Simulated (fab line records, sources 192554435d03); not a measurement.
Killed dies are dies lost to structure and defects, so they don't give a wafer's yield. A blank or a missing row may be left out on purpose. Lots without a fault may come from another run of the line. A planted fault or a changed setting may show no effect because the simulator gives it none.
Chamber matching | flow n5_finfet | N5_BEOL_M3_VIA_ETCH_34 on rie_diel-03: 4 sister chambers
The step etches the open film in C4F6/O2, target depth 69.4 nm, time 65.9 s. 8 wafers are shown with their chamber, then 7 later ones without.

WAFERS WITH THEIR CHAMBER
wafer  | chamber | throttle_valve_pct (%) | drypump_motor_current_A (A)
L080.4 | 3       | 30.7                   | 6.3
L078.5 | 2       | 30.5                   | 6.3
L081.6 | 1       | 31.3                   | 6.1
L085.1 | 0       | 30.2                   | 5.6
L085.2 | 2       | 30.6                   | 6.3
L085.3 | 3       | 30.7                   | 6.3
L083.2 | 0       | 30.2                   | 5.7
L083.5 | 1       | 31.3                   | 6.1

WAFERS WITHOUT THEIR CHAMBER
wafer  | throttle_valve_pct (%) | drypump_motor_current_A (A)
L083.6 | 30.2                   | 5.7
L090.1 | 30.2                   | 5.6
L090.2 | 31.3                   | 6.1
L090.6 | 30.7                   | 6.4
L093.1 | 31.3                   | 6.1
L093.3 | 30.7                   | 6.4
L093.4 | 30.6                   | 6.3

WHICH CHAMBER EACH WENT THROUGH
wafer  | from the rows above     | in truth
L083.6 | 0                       | 0
L090.1 | 0                       | 0
L090.2 | 1                       | 1
L090.6 | 3                       | 3
L093.1 | 1                       | 1
L093.3 | 3                       | 3
L093.4 | can't be placed: 2 or 3 | 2
Placed correctly: 6 of 7. Can't be placed from these rows: 1 (the true chamber is among the candidates in 1). Placed wrongly: 0.
How it was worked out, from the rows above alone: a wafer's distance from a chamber is the root of the sum, over the readings, of the square of ((its reading less the chamber's mean) divided by the reading's scatter). The wafer belongs to the nearest chamber; if the next one is less than 2 further off, it can't be placed. A chamber's mean is the mean of its shown wafers. The scatter: the root of (the sum of the squares of (reading less its chamber's mean) over the shown wafers, divided by (wafers less chambers)).
